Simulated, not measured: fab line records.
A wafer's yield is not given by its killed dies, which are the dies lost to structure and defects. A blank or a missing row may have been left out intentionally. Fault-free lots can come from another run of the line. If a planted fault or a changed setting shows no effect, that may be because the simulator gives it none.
What tool caused it? + flow n5 finfet + 9 lots, 27 wafers sampled, at 6 steps of a route of 1938

## WHAT THE GAUGES SHOWED, per wafer
N5_BEOL_M4_RC_MEAS_101.
| lot  | measured     | on        | DIBL_N (mV/V)  | DIBL_P (mV/V)  | IOFF_N (nA/um) | IOFF_P (nA/um) | ION_N (uA/um) | ION_P (uA/um) | SS_N (mV/dec)  | SS_P (mV/dec)  | VT_N (mV)   | VT_P (mV)      |
|------|--------------|-----------|----------------|----------------|----------------|----------------|---------------|---------------|----------------|----------------|-------------|----------------|
| L280 | day 8 08:25  | prober-01 | 34.7 39.9 35.7 | 34.3 40.0 34.5 | 0.12 0.21 0.12 | 0.16 0.24 0.16 | 657 680 656   | 453 459 450   | 71.0 72.7 70.9 | 72.6 74.3 72.9 | 251 249 252 | -256 -252 -256 |
| L282 | day 9 03:04  | prober-02 | 37.8 36.4 37.7 | 37.4 36.3 38.7 | 0.19 0.17 0.19 | 0.25 0.23 0.27 | 672 678 684   | 461 465 472   | 71.9 71.3 71.3 | 73.3 73.2 73.7 | 248 248 242 | -249 -247 -244 |
| L285 | day 9 11:34  | prober-02 | 40.9 39.9 36.8 | 40.5 40.0 35.5 | 0.23 0.24 0.16 | 0.29 0.31 0.21 | 690 705 678   | 470 486 468   | 72.9 72.0 70.9 | 75.1 74.4 73.7 | 247 241 249 | -247 -244 -250 |
| L286 | day 10 21:26 | prober-02 | 33.6 36.5 37.0 | 33.0 35.9 37.0 | 0.12 0.16 0.17 | 0.16 0.20 0.21 | 654 667 657   | 458 456 452   | 70.5 71.6 71.3 | 72.4 73.9 74.4 | 253 250 249 | -254 -252 -250 |
| L294 | day 12 23:21 | prober-01 | 39.0 34.7 41.0 | 37.3 34.8 40.3 | 0.23 0.14 0.31 | 0.27 0.23 0.33 | 668 682 682   | 461 480 470   | 73.2 70.9 72.9 | 73.8 73.4 75.1 | 247 251 242 | -244 -248 -243 |
| L295 | day 13 03:48 | prober-01 | 36.7 36.0 33.4 | 37.7 37.0 34.2 | 0.18 0.17 0.13 | 0.24 0.23 0.19 | 675 665 660   | 467 461 458   | 72.2 72.5 71.2 | 73.5 73.2 72.3 | 247 248 250 | -246 -248 -249 |
| L297 | day 13 04:44 | prober-02 | 36.2 38.4 34.2 | 35.5 37.3 32.5 | 0.13 0.16 0.11 | 0.18 0.20 0.14 | 676 667 673   | 461 454 456   | 71.8 72.5 71.4 | 73.3 73.9 72.3 | 253 252 254 | -256 -251 -257 |
| L300 | day 14 18:22 | prober-02 | 34.5 35.6 36.0 | 33.5 34.9 35.2 | 0.12 0.13 0.15 | 0.15 0.17 0.17 | 681 677 676   | 463 462 456   | 70.7 71.7 72.1 | 72.4 73.2 73.9 | 252 254 250 | -252 -253 -254 |
| L302 | day 15 01:47 | prober-02 | 38.5 41.7 36.9 | 38.1 40.6 34.9 | 0.20 0.28 0.16 | 0.25 0.31 0.20 | 698 685 680   | 472 470 465   | 72.2 72.6 71.7 | 73.8 74.5 73.5 | 244 242 250 | -247 -245 -251 |

N5_BEOL_M6_THK_MEAS_01.
| lot  | measured     | on            | M6_ILD_THK (nm)   |
|------|--------------|---------------|-------------------|
| L280 | day 8 21:47  | film metro-02 | 156.4 155.5 157.8 |
| L282 | day 9 18:01  | film metro-01 | 155.9 156.1 158.3 |
| L285 | day 10 00:46 | film metro-01 | 154.4 158.9 157.3 |
| L286 | day 11 15:25 | film metro-02 | 156.5 157.6 159.2 |
| L294 | day 13 15:15 | film metro-01 | 64.6 150.5 152.8  |
| L295 | day 13 17:29 | film metro-02 | 65.9 155.5 155.7  |
| L297 | day 13 21:19 | film metro-01 | 152.3 158.5 154.4 |
| L300 | day 15 05:55 | film metro-02 | 153.2 156.0 156.3 |
| L302 | day 15 21:52 | film metro-01 | 151.9 153.3 153.4 |

## TOOL THAT RAN EACH LOT (tool first, then ch and the chambers of the sampled wafers, then the start)
| lot  | N5_BEOL_M5_ANNEAL_82         | N5_BEOL_M5_SPUTTER_90        | N5_BEOL_M5_CO_CAP_78             | N5_BEOL_M6_ILD_DEP_00           |
|------|------------------------------|------------------------------|----------------------------------|---------------------------------|
| L280 | pvd sputter-02, day 8 16:52  | pvd sputter-02, day 8 20:02  | cvd co-02 ch 0,1, day 8 20:56    | pecvd-01 ch 1,2, day 8 21:13    |
| L282 | pvd sputter-03, day 9 13:00  | pvd sputter-03, day 9 16:11  | cvd co-01 ch 1,2, day 9 17:10    | pecvd-02 ch 0,1, day 9 17:25    |
| L285 | pvd sputter-03, day 9 19:41  | pvd sputter-03, day 9 22:52  | cvd co-01 ch 0,2, day 9 23:56    | pecvd-01 ch 1,2, day 10 00:11   |
| L286 | pvd sputter-03, day 11 10:32 | pvd sputter-03, day 11 13:43 | cvd co-01 ch 0,1,2, day 11 14:36 | pecvd-02 ch 1,2, day 11 14:50   |
| L294 | pvd sputter-03, day 13 10:22 | pvd sputter-03, day 13 13:33 | cvd co-02 ch 0,1,2, day 13 14:26 | pecvd-02 ch 0,1,2, day 13 14:40 |
| L295 | pvd sputter-01, day 13 12:16 | pvd sputter-01, day 13 15:27 | cvd co-01 ch 0,1, day 13 16:23   | pecvd-02 ch 0,1,2, day 13 16:41 |
| L297 | pvd sputter-03, day 13 14:48 | pvd sputter-03, day 13 19:37 | cvd co-01 ch 0,2, day 13 20:29   | pecvd-01 ch 0,1,2, day 13 20:44 |
| L300 | pvd sputter-03, day 15 01:01 | pvd sputter-03, day 15 04:11 | cvd co-02 ch 0,1,2, day 15 05:05 | pecvd-03 ch 0,1, day 15 05:20   |
| L302 | pvd sputter-01, day 15 17:00 | pvd sputter-01, day 15 20:11 | cvd co-02 ch 1,2, day 15 21:03   | pecvd-01 ch 1,2, day 15 21:18   |
- N5_BEOL_M5_ANNEAL_82: time 1800 s.
- N5_BEOL_M5_SPUTTER_90: material Cu, target thk 4.5 nm, time 8.29 s.
- N5_BEOL_M5_CO_CAP_78: material Co, precursor CCTBA/H2, target thk 2 nm, time 102.1 s.
- N5_BEOL_M6_ILD_DEP_00: deposits SiCOH lowk from DEMS/porogen, target thk 179.75 nm, time 33.4 s.

## AS READ BY THE TOOLS THEMSELVES (means over the sampled wafers that have a number; for cases with no such wafer, the mark the record gives instead)
N5_BEOL_M5_ANNEAL_82.
| lot  | tool           | heater power w (W) | susceptor temp C (C) |
|------|----------------|--------------------|----------------------|
| L280 | pvd sputter-02 | 956                | 400.26               |
| L282 | pvd sputter-03 | 830                | 399.93               |
| L285 | pvd sputter-03 | 849                | 400.10               |
| L286 | pvd sputter-03 | 855                | 400.13               |
| L294 | pvd sputter-03 | 850                | 400.14               |
| L295 | pvd sputter-01 | 864                | 400.20               |
| L297 | pvd sputter-03 | 850                | 399.81               |
| L300 | pvd sputter-03 | 832                | 400.03               |
| L302 | pvd sputter-01 | 878                | 399.97               |

N5_BEOL_M5_SPUTTER_90.
| lot  | tool           | susceptor temp C (C) | throttle valve pct (%) |
|------|----------------|----------------------|------------------------|
| L280 | pvd sputter-02 | -20.00               | 29.2                   |
| L282 | pvd sputter-03 | -19.92               | 29.6                   |
| L285 | pvd sputter-03 | -19.96               | 29.8                   |
| L286 | pvd sputter-03 | -20.02               | 29.7                   |
| L294 | pvd sputter-03 | -19.98               | 29.2                   |
| L295 | pvd sputter-01 | -19.94               | 30.1                   |
| L297 | pvd sputter-03 | -20.02               | 30.0                   |
| L300 | pvd sputter-03 | -20.14               | 29.6                   |
| L302 | pvd sputter-01 | -20.06               | 29.6                   |

N5_BEOL_M5_CO_CAP_78.
| lot  | tool      | heater power w (W) | susceptor temp C (C) |
|------|-----------|--------------------|----------------------|
| L280 | cvd co-02 | 274                | 199.77               |
| L282 | cvd co-01 | 215                | 200.10               |
| L285 | cvd co-01 | 223                | 200.12               |
| L286 | cvd co-01 | 231                | 200.09               |
| L294 | cvd co-02 | 259                | 200.06               |
| L295 | cvd co-01 | 253                | 200.04               |
| L297 | cvd co-01 | 208                | 200.03               |
| L300 | cvd co-02 | 255                | 200.10               |
| L302 | cvd co-02 | 251                | 200.03               |

N5_BEOL_M6_ILD_DEP_00.
| lot  | tool     | heater power w (W) | showerhead plenum p Torr (Torr) | susceptor temp C (C) | throttle valve pct (%) |
|------|----------|--------------------|---------------------------------|----------------------|------------------------|
| L280 | pecvd-01 | 330                | 5.745                           | 300.22               | 15.1                   |
| L282 | pecvd-02 | 242                | 5.729                           | 300.18               | 13.7                   |
| L285 | pecvd-01 | 365                | 5.735                           | 300.04               | 14.1                   |
| L286 | pecvd-02 | 298                | 5.736                           | 299.82               | 13.4                   |
| L294 | pecvd-02 | 289                | 5.739                           | 300.05               | 13.8                   |
| L295 | pecvd-02 | 286                | 5.743                           | 300.07               | 13.6                   |
| L297 | pecvd-01 | 354                | 5.741                           | 299.88               | 14.2                   |
| L300 | pecvd-03 | 312                | 5.740                           | 299.90               | 14.2                   |
| L302 | pecvd-01 | 366                | 5.745                           | 299.82               | 14.4                   |

## THE ANSWER, worked out from the rows above alone
Rule: the lots themselves supply what counts as usual. The widest of any qualifying gaps counts: lots, ordered by their means at a reading, are off when they make up no more than a third of the lots, leave a main group of 4 or more, and stand apart from it by 3 or more times the standard deviation of that group's means. A main group whose means are all the same, to the digits that the tables above print for the reading, isn't used. A lot without any number at a reading at which 4 lots or more have one is off too. The other lots that the step has rows for count as sound. First the gauges in route order, then the tools' own readings, where a lot's mean is used as printed above. The first step at which some lot is off is used, and at that step the reading that is off furthest; a lot without a number counts as furthest.
Off: at N5_BEOL_M6_THK_MEAS_01 (M6_ILD_THK), L294, L295. Main group: mean 155.9 nm, sd 1.5.
If a tool, at a process step before that reading, ran all the lots that are off and no sound lot after the first of them, it fits. Gauges at N5_BEOL_M6_THK_MEAS_01: tried the same way as those tools. One candidate fits, namely pecvd-02 at N5_BEOL_M6_ILD_DEP_00. A fault onset in the window from L286 (day 11 14:50, its last sound lot) to L294 (day 13 14:40, its first lot off) fits.

## WHAT WAS PUT IN BY THE SIMULATOR
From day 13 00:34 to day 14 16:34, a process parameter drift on pecvd-02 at N5_BEOL_M6_ILD_DEP_00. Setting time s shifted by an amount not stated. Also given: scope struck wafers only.
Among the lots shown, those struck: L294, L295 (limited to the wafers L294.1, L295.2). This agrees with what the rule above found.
